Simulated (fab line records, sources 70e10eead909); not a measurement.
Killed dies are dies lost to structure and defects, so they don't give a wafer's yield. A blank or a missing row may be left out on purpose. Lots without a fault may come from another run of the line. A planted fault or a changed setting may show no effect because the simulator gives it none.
Chamber matching | flow nand_harc | NHARC_A_CHANNEL_FILL_D1_ALD_16 on ald_hk-03: 4 sister chambers
The step deposits SiO2, target thk 1.5 nm, pulse time 10 s, ald cycles 15. 18 wafers are shown with their chamber, then 9 later ones without.

WAFERS WITH THEIR CHAMBER
wafer  | chamber | heater_power_outer_w (W) | heater_power_w (W) | precursor_pulse_height_rel
L074.1 | 0       | 251                      | 444                | 1.015
L074.4 | 2       | 310                      | 535                | 0.989
L074.5 | 1       | 302                      | 502                | 0.984
L076.1 | 2       | 302                      | 529                | 0.990
L076.2 | 3       | 315                      | 570                | 0.972
L076.6 | 0       | 242                      | 461                | 1.017
L081.2 | 2       | 319                      | 540                | 0.969
L081.4 | 0       | 255                      | 454                | 0.987
L081.5 | 2       | 311                      | 530                | 0.952
L082.2 | 3       | 313                      | 564                | 1.001
L082.5 | 0       | 246                      | 458                | 0.999
L082.6 | 1       | 300                      | 494                | 1.006
L084.1 | 1       | 304                      | 495                | 0.969
L084.2 | 0       | 250                      | 470                | 0.961
L084.4 | 3       | 316                      | 549                | 1.034
L086.1 | 2       | 314                      | 529                | 0.971
L086.3 | 0       | 249                      | 459                | 0.985
L086.6 | 0       | 247                      | 458                | 0.984

SIGNATURES (means of the wafers above)
reading                    | chamber 0 | chamber 1 | chamber 2 | chamber 3 | scatter within a chamber
heater_power_outer_w       | 248.57    | 302.00    | 311.20    | 314.67    | 4.38
heater_power_w             | 457.71    | 497.00    | 532.60    | 561.00    | 7.22
precursor_pulse_height_rel | 0.99257   | 0.98633   | 0.97420   | 1.00233   | 0.0206
Rule: a wafer's distance from a chamber is the root of the sum, over the readings, of the square of ((its reading less the chamber's mean) divided by the reading's scatter). The wafer belongs to the nearest chamber; if the next one is less than 2 further off, it can't be placed. The scatter: the root of (the sum of the squares of (reading less its chamber's mean) over the shown wafers, divided by (wafers less chambers)).

WAFERS WITHOUT THEIR CHAMBER
wafer  | heater_power_outer_w (W) | heater_power_w (W) | precursor_pulse_height_rel
L088.1 | 299                      | 500                | 0.937
L088.2 | 318                      | 514                | 0.966
L088.4 | 247                      | 461                | 0.989
L090.1 | 307                      | 533                | 1.019
L090.3 | 300                      | 496                | 1.017
L090.4 | 247                      | 455                | 1.024
L091.2 | 243                      | 442                | 1.000
L091.4 | 310                      | 497                | 0.994
L091.5 | 322                      | 559                | 1.046

WHICH CHAMBER EACH WENT THROUGH
wafer  | from the rows above     | in truth
L088.1 | 1                       | 1
L088.2 | can't be placed: 2 or 1 | 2
L088.4 | 0                       | 0
L090.1 | can't be placed: 2 or 3 | 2
L090.3 | 1                       | 1
L090.4 | 0                       | 0
L091.2 | 0                       | 0
L091.4 | 1                       | 1
L091.5 | 3                       | 3
Placed correctly: 7 of 9. Can't be placed from these rows: 2 (the true chamber is among the candidates in 2). Placed wrongly: 0.
